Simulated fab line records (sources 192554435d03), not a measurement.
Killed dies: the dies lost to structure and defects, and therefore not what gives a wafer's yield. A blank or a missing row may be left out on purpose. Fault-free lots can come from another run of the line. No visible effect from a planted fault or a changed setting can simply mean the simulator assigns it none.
Which of the tools did it? || flow n5-finfet || Sampling: 13 lots, 39 wafers, 2 of 1938 route steps

== WHAT THE GAUGES READ, wafer by wafer ==
N5_SD_EPI_N_INSPECT_26: inspects for defects (darkfield).
{"lot": "L654", "measured": "day 3 06:22", "on": "defect-inspect-01", "raw-defect-count": "234 187 189"}
{"lot": "L657", "measured": "day 3 23:21", "on": "defect-inspect-02", "raw-defect-count": "189 187 149"}
{"lot": "L658", "measured": "day 4 04:28", "on": "defect-inspect-02", "raw-defect-count": "189 170 199"}
{"lot": "L659", "measured": "day 4 13:14", "on": "defect-inspect-02", "raw-defect-count": "212 198 200"}
{"lot": "L660", "measured": "day 4 22:32", "on": "defect-inspect-02", "raw-defect-count": "183 210 182"}
{"lot": "L661", "measured": "day 4 22:53", "on": "defect-inspect-01", "raw-defect-count": "205 188 254"}
{"lot": "L662", "measured": "day 5 06:47", "on": "defect-inspect-02", "raw-defect-count": "227 162 304"}
{"lot": "L665", "measured": "day 6 08:28", "on": "defect-inspect-01", "raw-defect-count": "159 146 121"}
{"lot": "L668", "measured": "day 7 00:37", "on": "defect-inspect-01", "raw-defect-count": "204 362 246"}
{"lot": "L670", "measured": "day 7 05:49", "on": "defect-inspect-01", "raw-defect-count": "248 134 168"}
{"lot": "L671", "measured": "day 7 14:40", "on": "defect-inspect-01", "raw-defect-count": "308 254 250"}
{"lot": "L672", "measured": "day 7 17:49", "on": "defect-inspect-01", "raw-defect-count": "148 173 156"}
{"lot": "L676", "measured": "day 8 19:59", "on": "defect-inspect-02", "raw-defect-count": "202 196 204"}

== EACH LOT AND THE TOOL THAT RAN IT (in order: tool; ch and the chambers of the sampled wafers; start) ==
{"lot": "L654", "N5_SD_EPI_N_VAPOR_ETCH_50": "epi-rpcvd-02 ch 0, day 3 03:54"}
{"lot": "L657", "N5_SD_EPI_N_VAPOR_ETCH_50": "epi-rpcvd-03 ch 0, day 3 20:39"}
{"lot": "L658", "N5_SD_EPI_N_VAPOR_ETCH_50": "epi-rpcvd-04 ch 0, day 4 01:20"}
{"lot": "L659", "N5_SD_EPI_N_VAPOR_ETCH_50": "epi-rpcvd-03 ch 0, day 4 10:50"}
{"lot": "L660", "N5_SD_EPI_N_VAPOR_ETCH_50": "epi-rpcvd-02 ch 0, day 4 20:04"}
{"lot": "L661", "N5_SD_EPI_N_VAPOR_ETCH_50": "epi-rpcvd-04 ch 0, day 4 20:26"}
{"lot": "L662", "N5_SD_EPI_N_VAPOR_ETCH_50": "epi-rpcvd-02 ch 0, day 5 04:20"}
{"lot": "L665", "N5_SD_EPI_N_VAPOR_ETCH_50": "epi-rpcvd-03 ch 0, day 6 06:05"}
{"lot": "L668", "N5_SD_EPI_N_VAPOR_ETCH_50": "epi-rpcvd-04 ch 0, day 6 21:32"}
{"lot": "L670", "N5_SD_EPI_N_VAPOR_ETCH_50": "epi-rpcvd-02 ch 0, day 7 03:22"}
{"lot": "L671", "N5_SD_EPI_N_VAPOR_ETCH_50": "epi-rpcvd-03 ch 0, day 7 11:47"}
{"lot": "L672", "N5_SD_EPI_N_VAPOR_ETCH_50": "epi-rpcvd-02 ch 0, day 7 13:48"}
{"lot": "L676", "N5_SD_EPI_N_VAPOR_ETCH_50": "epi-rpcvd-03 ch 0, day 8 17:32"}
- N5_SD_EPI_N_VAPOR_ETCH_50: etches Si in HCl, time 54 s.

== WHAT THE TOOLS THEMSELVES READ (means of the sampled wafers that have a number; where no wafer has one, the mark that the record gives instead) ==
N5_SD_EPI_N_VAPOR_ETCH_50.
{"lot": "L654", "tool": "epi-rpcvd-02", "throttle-valve-pct (%)": 11.70}
{"lot": "L657", "tool": "epi-rpcvd-03", "throttle-valve-pct (%)": 11.33}
{"lot": "L658", "tool": "epi-rpcvd-04", "throttle-valve-pct (%)": 11.60}
{"lot": "L659", "tool": "epi-rpcvd-03", "throttle-valve-pct (%)": 11.21}
{"lot": "L660", "tool": "epi-rpcvd-02", "throttle-valve-pct (%)": 11.69}
{"lot": "L661", "tool": "epi-rpcvd-04", "throttle-valve-pct (%)": 11.63}
{"lot": "L662", "tool": "epi-rpcvd-02", "throttle-valve-pct (%)": 11.62}
{"lot": "L665", "tool": "epi-rpcvd-03", "throttle-valve-pct (%)": 11.11}
{"lot": "L668", "tool": "epi-rpcvd-04", "throttle-valve-pct (%)": 11.58}
{"lot": "L670", "tool": "epi-rpcvd-02", "throttle-valve-pct (%)": 11.96}
{"lot": "L671", "tool": "epi-rpcvd-03", "throttle-valve-pct (%)": 11.47}
{"lot": "L672", "tool": "epi-rpcvd-02", "throttle-valve-pct (%)": 11.75}
{"lot": "L676", "tool": "epi-rpcvd-03", "throttle-valve-pct (%)": 11.17}

== THE ANSWER, worked out from the rows above alone ==
Rule: what is usual is taken from the lots themselves. Put in order of their means at a reading, lots are off if they are a third of the lots or fewer, leave a main group of 4 or more, and stand apart from it by a gap of 3 or more times the standard deviation of the main group's means; of several such gaps the widest counts. A main group is skipped when, at the precision printed for the reading in the tables above, its means are all equal. Also off: a lot with no number at a reading for which 4 or more lots have one. All remaining lots with rows at the step are treated as sound. The gauges are gone through in route order, then the tools' own readings, and for those a lot's mean is taken as printed above. At the first step where some lot is off, the reading lying furthest off is the one used; lots without a number count as furthest.
No lot is off at any reading shown: from this, nothing can be told.

== WHAT THE SIMULATOR HAD PUT IN ==
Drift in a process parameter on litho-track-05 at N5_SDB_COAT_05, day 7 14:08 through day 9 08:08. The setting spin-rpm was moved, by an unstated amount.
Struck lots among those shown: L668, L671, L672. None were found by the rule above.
